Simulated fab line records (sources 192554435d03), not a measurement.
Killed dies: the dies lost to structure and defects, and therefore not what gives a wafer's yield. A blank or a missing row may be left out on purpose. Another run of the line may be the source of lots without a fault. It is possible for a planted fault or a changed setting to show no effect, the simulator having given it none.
Which of the tools did it? ; flow n5-finfet ; 18 wafers from 6 lots sampled at 3 of the route's 1938 steps

== WHAT EACH GAUGE READ, for each wafer ==
N5_BEOL_M10_THK_MEAS_01.
lot;measured;on;M10_ILD_THK (nm)
L473;day 9 21:20;film-metro-01;271 266 268
L475;day 10 21:38;film-metro-02;259 267 267
L478;day 12 01:56;film-metro-02;265 274 268
L481;day 12 09:13;film-metro-01;271 273 276
L486;day 13 23:39;film-metro-01;269 264 271
L494;day 15 07:12;film-metro-01;265 273 268

== WHAT TOOL EACH LOT RAN ON (gives the tool, then ch and the chambers of the sampled wafers, and finally the start) ==
lot;N5_BEOL_M9_SPUTTER_48;N5_BEOL_M9_DEP_56
L473;pvd-sputter-01, day 9 19:35;pecvd-03 ch 0,1, day 9 20:29
L475;pvd-sputter-01, day 10 19:31;pecvd-03 ch 0,2, day 10 20:53
L478;pvd-sputter-01, day 11 22:50;pecvd-01 ch 0,1, day 11 23:44
L481;pvd-sputter-03, day 12 07:35;pecvd-03 ch 0,2, day 12 08:29
L486;pvd-sputter-01, day 13 21:14;pecvd-03 ch 0,1, day 13 22:55
L494;pvd-sputter-02, day 15 05:35;pecvd-03 ch 0,2, day 15 06:28
- N5_BEOL_M9_SPUTTER_48: material Cu, target thk 12 nm, time 2 s.
- N5_BEOL_M9_DEP_56: deposits SiCN from 3MS/NH3, target thk 15 nm, time 26.5 s.

== THE ANSWER, worked out from the rows above alone ==
Rule: usual is defined by the lots themselves. The widest of any qualifying gaps counts: lots, ordered by their means at a reading, are off when they make up no more than a third of the lots, leave a main group of 4 or more, and stand apart from it by 3 or more times the standard deviation of that group's means. If all means in a main group match to the digits the tables above print for the reading, that group is not used. A lot without any number at a reading at which 4 lots or more have one is off too. The other lots that the step has rows for count as sound.
No lot is off on any of the readings shown, so nothing can be concluded from this.

== WHAT WAS PUT IN BY THE SIMULATOR ==
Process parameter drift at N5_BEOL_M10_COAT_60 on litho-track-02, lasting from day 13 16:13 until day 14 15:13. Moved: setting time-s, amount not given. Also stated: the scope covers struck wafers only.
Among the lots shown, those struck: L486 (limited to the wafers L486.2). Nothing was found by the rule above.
